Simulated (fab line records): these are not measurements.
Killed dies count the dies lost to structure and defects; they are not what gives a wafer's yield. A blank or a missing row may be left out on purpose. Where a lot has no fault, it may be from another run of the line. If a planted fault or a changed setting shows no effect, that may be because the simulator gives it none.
Chamber matching / flow n5_finfet / pecvd-02 running N5_BEOL_M4_DEP_57: 3 sister chambers
The step deposits SiCN from 3MS/NH3, target thk 8 nm, time 14 s. 16 wafers are shown with their chamber, then 8 later ones without.

## WAFERS WITH THEIR CHAMBER
wafer=L078.1; chamber=2; showerhead_plenum_p_Torr (Torr)=3.643; throttle_valve_pct (%)=8.8
wafer=L078.3; chamber=0; showerhead_plenum_p_Torr (Torr)=3.667; throttle_valve_pct (%)=9.0
wafer=L078.4; chamber=2; showerhead_plenum_p_Torr (Torr)=3.643; throttle_valve_pct (%)=8.5
wafer=L082.4; chamber=0; showerhead_plenum_p_Torr (Torr)=3.662; throttle_valve_pct (%)=8.9
wafer=L082.5; chamber=0; showerhead_plenum_p_Torr (Torr)=3.662; throttle_valve_pct (%)=9.1
wafer=L082.6; chamber=1; showerhead_plenum_p_Torr (Torr)=3.701; throttle_valve_pct (%)=9.1
wafer=L083.4; chamber=1; showerhead_plenum_p_Torr (Torr)=3.688; throttle_valve_pct (%)=9.0
wafer=L083.5; chamber=2; showerhead_plenum_p_Torr (Torr)=3.637; throttle_valve_pct (%)=8.8
wafer=L083.6; chamber=0; showerhead_plenum_p_Torr (Torr)=3.662; throttle_valve_pct (%)=8.9
wafer=L087.1; chamber=1; showerhead_plenum_p_Torr (Torr)=3.690; throttle_valve_pct (%)=9.1
wafer=L087.3; chamber=2; showerhead_plenum_p_Torr (Torr)=3.646; throttle_valve_pct (%)=8.5
wafer=L087.6; chamber=1; showerhead_plenum_p_Torr (Torr)=3.683; throttle_valve_pct (%)=9.1
wafer=L089.4; chamber=0; showerhead_plenum_p_Torr (Torr)=3.672; throttle_valve_pct (%)=9.1
wafer=L089.5; chamber=1; showerhead_plenum_p_Torr (Torr)=3.698; throttle_valve_pct (%)=9.0
wafer=L089.6; chamber=2; showerhead_plenum_p_Torr (Torr)=3.635; throttle_valve_pct (%)=8.8
wafer=L090.1; chamber=1; showerhead_plenum_p_Torr (Torr)=3.688; throttle_valve_pct (%)=9.3

SIGNATURES, as means of the wafers listed above
reading=showerhead_plenum_p_Torr; chamber 0=3.66500; chamber 1=3.69133; chamber 2=3.64080; scatter within a chamber=0.00552
reading=throttle_valve_pct; chamber 0=9.000; chamber 1=9.100; chamber 2=8.680; scatter within a chamber=0.126
Rule: for each reading, subtract the chamber's mean from the wafer's reading, divide by that reading's scatter and square the result; add these up over the readings and take the root, which gives the wafer's distance from the chamber. The wafer belongs to the nearest chamber; if the next one is less than 2 further off, it can't be placed. The scatter: the root of (the sum of the squares of (reading less its chamber's mean) over the shown wafers, divided by (wafers less chambers)).

## WAFERS WHOSE CHAMBER IS MISSING
wafer=L090.3; showerhead_plenum_p_Torr (Torr)=3.671; throttle_valve_pct (%)=8.9
wafer=L090.5; showerhead_plenum_p_Torr (Torr)=3.665; throttle_valve_pct (%)=8.7
wafer=L091.3; showerhead_plenum_p_Torr (Torr)=3.647; throttle_valve_pct (%)=8.6
wafer=L091.5; showerhead_plenum_p_Torr (Torr)=3.642; throttle_valve_pct (%)=8.7
wafer=L091.6; showerhead_plenum_p_Torr (Torr)=3.696; throttle_valve_pct (%)=9.1
wafer=L094.1; showerhead_plenum_p_Torr (Torr)=3.650; throttle_valve_pct (%)=8.9
wafer=L094.5; showerhead_plenum_p_Torr (Torr)=3.686; throttle_valve_pct (%)=9.2
wafer=L094.6; showerhead_plenum_p_Torr (Torr)=3.661; throttle_valve_pct (%)=8.8

## EACH ONE'S CHAMBER
wafer=L090.3; from the rows above=0; in truth=0
wafer=L090.5; from the rows above=0; in truth=0
wafer=L091.3; from the rows above=2; in truth=2
wafer=L091.5; from the rows above=2; in truth=2
wafer=L091.6; from the rows above=1; in truth=1
wafer=L094.1; from the rows above=can't be placed: 2 or 0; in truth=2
wafer=L094.5; from the rows above=1; in truth=1
wafer=L094.6; from the rows above=0; in truth=0
7 of 8 placed correctly. These rows do not allow placing 1 (true chamber among the candidates in 1). Wrongly placed: 0.
